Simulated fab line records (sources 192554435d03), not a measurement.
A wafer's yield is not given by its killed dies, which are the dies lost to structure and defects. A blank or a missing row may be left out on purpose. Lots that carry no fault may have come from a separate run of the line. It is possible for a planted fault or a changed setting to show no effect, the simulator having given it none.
Matching of chambers / flow n5Finfet / N5_BEOL_M10_ETCH_61 on rieDiel-02: 4 sister chambers
The step etches SiARC in CF4, target depth 39 nm, time 65 s. 8 wafers are shown with their chamber, then 12 later ones without.

## WAFERS WITH THEIR CHAMBER
wafer=L079.3; chamber=2; showerheadPlenumPTorr (Torr)=2.14; drypumpMotorCurrentA (A)=5.0
wafer=L078.3; chamber=2; showerheadPlenumPTorr (Torr)=2.14; drypumpMotorCurrentA (A)=5.0
wafer=L085.2; chamber=3; showerheadPlenumPTorr (Torr)=2.23; drypumpMotorCurrentA (A)=5.7
wafer=L085.3; chamber=1; showerheadPlenumPTorr (Torr)=2.21; drypumpMotorCurrentA (A)=5.6
wafer=L085.6; chamber=0; showerheadPlenumPTorr (Torr)=2.18; drypumpMotorCurrentA (A)=5.3
wafer=L088.1; chamber=0; showerheadPlenumPTorr (Torr)=2.17; drypumpMotorCurrentA (A)=5.3
wafer=L088.2; chamber=1; showerheadPlenumPTorr (Torr)=2.20; drypumpMotorCurrentA (A)=5.5
wafer=L088.4; chamber=3; showerheadPlenumPTorr (Torr)=2.23; drypumpMotorCurrentA (A)=5.8

## WAFERS WHOSE CHAMBER IS MISSING
wafer=L091.1; showerheadPlenumPTorr (Torr)=2.13; drypumpMotorCurrentA (A)=5.0
wafer=L091.3; showerheadPlenumPTorr (Torr)=2.23; drypumpMotorCurrentA (A)=5.7
wafer=L091.4; showerheadPlenumPTorr (Torr)=2.20; drypumpMotorCurrentA (A)=5.5
wafer=L092.2; showerheadPlenumPTorr (Torr)=2.23; drypumpMotorCurrentA (A)=5.8
wafer=L092.4; showerheadPlenumPTorr (Torr)=2.17; drypumpMotorCurrentA (A)=5.3
wafer=L092.6; showerheadPlenumPTorr (Torr)=2.17; drypumpMotorCurrentA (A)=5.3
wafer=L093.1; showerheadPlenumPTorr (Torr)=2.17; drypumpMotorCurrentA (A)=5.3
wafer=L093.5; showerheadPlenumPTorr (Torr)=2.13; drypumpMotorCurrentA (A)=5.0
wafer=L093.6; showerheadPlenumPTorr (Torr)=2.23; drypumpMotorCurrentA (A)=5.8
wafer=L096.2; showerheadPlenumPTorr (Torr)=2.17; drypumpMotorCurrentA (A)=5.3
wafer=L096.3; showerheadPlenumPTorr (Torr)=2.22; drypumpMotorCurrentA (A)=5.7
wafer=L096.4; showerheadPlenumPTorr (Torr)=2.20; drypumpMotorCurrentA (A)=5.5

## WHICH CHAMBER EACH WENT THROUGH
wafer=L091.1; from the rows above=2; in truth=2
wafer=L091.3; from the rows above=3; in truth=3
wafer=L091.4; from the rows above=1; in truth=1
wafer=L092.2; from the rows above=3; in truth=3
wafer=L092.4; from the rows above=0; in truth=0
wafer=L092.6; from the rows above=0; in truth=0
wafer=L093.1; from the rows above=0; in truth=0
wafer=L093.5; from the rows above=2; in truth=2
wafer=L093.6; from the rows above=3; in truth=3
wafer=L096.2; from the rows above=0; in truth=0
wafer=L096.3; from the rows above=3; in truth=3
wafer=L096.4; from the rows above=1; in truth=1
12 of 12 placed correctly. From these rows, 0 cannot be placed. Wrongly placed: 0.
How it was worked out, from the rows above alone: a wafer's distance from a chamber is the root of the sum, over the readings, of the square of ((its reading less the chamber's mean) divided by the reading's scatter). The wafer belongs to the nearest chamber; if the next one is less than 2 further off, it can't be placed. For every chamber, the mean is computed from those of its wafers that are shown. How the scatter is found: for the shown wafers, subtract from each reading the mean of its chamber, square and add these, divide the total by (wafers less chambers), then take the root.
